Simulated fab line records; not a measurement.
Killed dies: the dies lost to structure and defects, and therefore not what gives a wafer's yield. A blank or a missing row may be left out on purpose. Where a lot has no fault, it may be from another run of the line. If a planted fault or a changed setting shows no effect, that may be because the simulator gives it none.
Chamber matching :: flow nand_harc :: 4 sister chambers for NHARC_P_ZERO_WELL_DESCUM_39 on rie_diel-10
The step chemistry O2, time 3 s. 16 wafers are shown with their chamber, then 8 later ones without.

WAFERS WITH THEIR CHAMBER
wafer: L075.1
chamber: 0
showerhead_plenum_p_Torr (Torr): 1.95
drypump_motor_current_A (A): 6.3
rf_vpp_V (V): 57.2

wafer: L075.4
chamber: 1
showerhead_plenum_p_Torr (Torr): 1.88
drypump_motor_current_A (A): 5.1
rf_vpp_V (V): 56.8

wafer: L075.5
chamber: 0
showerhead_plenum_p_Torr (Torr): 1.95
drypump_motor_current_A (A): 6.3
rf_vpp_V (V): 58.9

wafer: L082.1
chamber: 1
showerhead_plenum_p_Torr (Torr): 1.88
drypump_motor_current_A (A): 5.2
rf_vpp_V (V): 58.1

wafer: L082.2
chamber: 2
showerhead_plenum_p_Torr (Torr): 1.82
drypump_motor_current_A (A): 5.9
rf_vpp_V (V): 55.7

wafer: L082.4
chamber: 3
showerhead_plenum_p_Torr (Torr): 1.86
drypump_motor_current_A (A): 5.6
rf_vpp_V (V): 56.9

wafer: L083.2
chamber: 3
showerhead_plenum_p_Torr (Torr): 1.86
drypump_motor_current_A (A): 5.5
rf_vpp_V (V): 57.3

wafer: L083.3
chamber: 0
showerhead_plenum_p_Torr (Torr): 1.95
drypump_motor_current_A (A): 6.3
rf_vpp_V (V): 56.4

wafer: L083.4
chamber: 1
showerhead_plenum_p_Torr (Torr): 1.88
drypump_motor_current_A (A): 5.2
rf_vpp_V (V): 58.8

wafer: L086.3
chamber: 3
showerhead_plenum_p_Torr (Torr): 1.86
drypump_motor_current_A (A): 5.6
rf_vpp_V (V): 57.8

wafer: L086.4
chamber: 1
showerhead_plenum_p_Torr (Torr): 1.87
drypump_motor_current_A (A): 5.2
rf_vpp_V (V): 57.8

wafer: L086.5
chamber: 2
showerhead_plenum_p_Torr (Torr): 1.82
drypump_motor_current_A (A): 5.9
rf_vpp_V (V): 55.3

wafer: L090.1
chamber: 0
showerhead_plenum_p_Torr (Torr): 1.94
drypump_motor_current_A (A): 6.2
rf_vpp_V (V): 58.9

wafer: L090.5
chamber: 2
showerhead_plenum_p_Torr (Torr): 1.82
drypump_motor_current_A (A): 5.9
rf_vpp_V (V): 57.3

wafer: L090.6
chamber: 1
showerhead_plenum_p_Torr (Torr): 1.87
drypump_motor_current_A (A): 5.2
rf_vpp_V (V): 58.2

wafer: L094.4
chamber: 1
showerhead_plenum_p_Torr (Torr): 1.86
drypump_motor_current_A (A): 5.2
rf_vpp_V (V): 57.8

SIGNATURES (averages over the wafers above)
reading: showerhead_plenum_p_Torr
chamber 0: 1.9475
chamber 1: 1.8733
chamber 2: 1.8200
chamber 3: 1.8600
scatter within a chamber: 0.00583

reading: drypump_motor_current_A
chamber 0: 6.275
chamber 1: 5.183
chamber 2: 5.900
chamber 3: 5.567
scatter within a chamber: 0.0433

reading: rf_vpp_V
chamber 0: 57.850
chamber 1: 57.917
chamber 2: 56.100
chamber 3: 57.333
scatter within a chamber: 0.892
Rule: for each reading, subtract the chamber's mean from the wafer's reading, divide by that reading's scatter and square the result; add these up over the readings and take the root, which gives the wafer's distance from the chamber. The wafer belongs to the nearest chamber; if the next one is less than 2 further off, it can't be placed. The scatter: the root of (the sum of the squares of (reading less its chamber's mean) over the shown wafers, divided by (wafers less chambers)).

WAFERS WITH NO CHAMBER GIVEN
wafer: L094.5
showerhead_plenum_p_Torr (Torr): 1.81
drypump_motor_current_A (A): 5.9
rf_vpp_V (V): 56.9

wafer: L094.6
showerhead_plenum_p_Torr (Torr): 1.86
drypump_motor_current_A (A): 5.1
rf_vpp_V (V): 56.7

wafer: L095.1
showerhead_plenum_p_Torr (Torr): 1.93
drypump_motor_current_A (A): 6.3
rf_vpp_V (V): 58.7

wafer: L095.2
showerhead_plenum_p_Torr (Torr): 1.81
drypump_motor_current_A (A): 5.9
rf_vpp_V (V): 57.4

wafer: L095.5
showerhead_plenum_p_Torr (Torr): 1.81
drypump_motor_current_A (A): 5.9
rf_vpp_V (V): 57.6

wafer: L097.2
showerhead_plenum_p_Torr (Torr): 1.81
drypump_motor_current_A (A): 6.0
rf_vpp_V (V): 56.9

wafer: L097.3
showerhead_plenum_p_Torr (Torr): 1.86
drypump_motor_current_A (A): 5.2
rf_vpp_V (V): 58.0

wafer: L097.5
showerhead_plenum_p_Torr (Torr): 1.86
drypump_motor_current_A (A): 5.2
rf_vpp_V (V): 56.3

WHICH CHAMBER EACH WENT THROUGH
wafer: L094.5
from the rows above: 2
in truth: 2

wafer: L094.6
from the rows above: 1
in truth: 1

wafer: L095.1
from the rows above: 0
in truth: 0

wafer: L095.2
from the rows above: 2
in truth: 2

wafer: L095.5
from the rows above: 2
in truth: 2

wafer: L097.2
from the rows above: 2
in truth: 2

wafer: L097.3
from the rows above: 1
in truth: 1

wafer: L097.5
from the rows above: 1
in truth: 1
8 of 8 placed correctly. Not placeable from these rows: 0. Placed wrongly: 0.
